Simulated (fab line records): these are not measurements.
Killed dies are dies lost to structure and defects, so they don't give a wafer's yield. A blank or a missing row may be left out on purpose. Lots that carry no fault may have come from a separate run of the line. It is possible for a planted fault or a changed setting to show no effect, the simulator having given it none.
Struck lot and sound lot, side by side + flow nand harc + 11 out of 1302 route steps
Sound: wafers L257.2, L257.4, L257.6. Struck: wafers L263.1, L263.6. (L263.3 of the same lot was not struck and is left out.) The cause comes at the end.
At each step with rows: each side's tool, then ch and its chambers, then its first start. Under that, the readings that differ: sound wafers + struck wafers + difference of the means + sigmas: that difference in standard deviations of wafers without a fault.
alike: words and numbers the same on both sides, and readings whose means are apart by under 2 such deviations; not compared: readings that were withheld, readings missing a value for some wafer, numbers with overlapping values and no deviation given by the record, and bounds like >300 which may hide the same value.
Wherever a step has rows on one side only, a row that says differs or no value, or a row with sigmas, the two part there. Numbers that don't overlap but have no deviation are shown without sigmas and don't part them. A reading that every wafer of one side lacks parts them only if that side has two wafers or more.

NHARC_A_CHANNEL_FILL_D1_ALD_25: deposits SiOx, target thk 60 nm, pulse time 10 s, ald cycles 600.
  sound on ald hk-03 ch 2,3, day 10 22:03; struck on ald hk-04 ch 2,3, day 13 18:16
| reading            | sound       | struck  | difference | sigmas |
|--------------------|-------------|---------|------------|--------|
| heater power w (W) | 378 407 395 | 525 484 | +111       | +2     |
  alike: precursor pulse height rel
NHARC_A_CHANNEL_FILL_D1_ETCHBACK_08: etches the open film in C4F8, target depth 220 nm, time 110 s.
  sound: rie diel-01 ch 0,3; struck: rie diel-09 ch 1
  alike: oes product au, rf vpp V
  not compared: rf hours counter h
NHARC_A_CHANNEL_FILL_D1_STRIP_29: strips in O2, time 20 s.
  sound on rie diel-01 ch 0,3, day 11 03:49; struck on rie diel-09 ch 0,1
  alike: drypump motor current A, o2 flow sccm, oes product au, rf vpp V, showerhead plenum p Torr, throttle valve pct
  not compared: rf hours counter h
then, 3 steps without rows for these wafers: NHARC_A_CHANNEL_FILL_D1_PRECLEAN_30 (cleans in dHF, time 30 s); NHARC_A_CHANNEL_FILL_D1_SRD_31; NHARC_A_CHANNEL_FILL_D1_CVD_09 (deposits poly-Si, target thk 150 nm, time 3000 s).
NHARC_A_CHANNEL_FILL_D1_CMP_10: polishes, target thk 150 nm.
  sound on cmp-04 ch 0,2,3, day 11 09:26; struck on cmp-03 ch 1,2, day 14 06:51
  alike: motor current A, time to endpoint s
following that, these wafers have no rows for 1 step: NHARC_A_CHANNEL_FILL_D1_SRD_12.
NHARC_A_CHANNEL_FILL_D1_INSPECT_13:
  struck on defect inspect-02, day 14 07:17; sound on defect inspect-01, day 11 09:49
  alike: raw defect count
NHARC_A_DECK1_JOINT_ETCHBACK_07: etches the open film in HBr, target depth 105 nm, time 26.9 s.
  sound on rie si-03 ch 1,2, day 11 09:53; struck on rie si-01 ch 1, day 14 07:22
| reading               | sound             | struck      | difference | sigmas |
|-----------------------|-------------------|-------------|------------|--------|
| oes product au (a.u.) | 1.002 1.014 0.990 | 0.934 0.937 | -0.067     | -5     |
  alike: bias w, drypump motor current A, throttle valve pct
  not compared: rf hours counter h
then, 1 step without rows for these wafers: NHARC_A_DECK1_JOINT_ETCH_25 (etches SiO2 in dHF, target depth 0.5 nm).

## WHERE THEY PART
First at NHARC_A_CHANNEL_FILL_D1_ALD_25; last, within this record, at NHARC_A_DECK1_JOINT_ETCHBACK_07.

WHY: what the simulator had put in
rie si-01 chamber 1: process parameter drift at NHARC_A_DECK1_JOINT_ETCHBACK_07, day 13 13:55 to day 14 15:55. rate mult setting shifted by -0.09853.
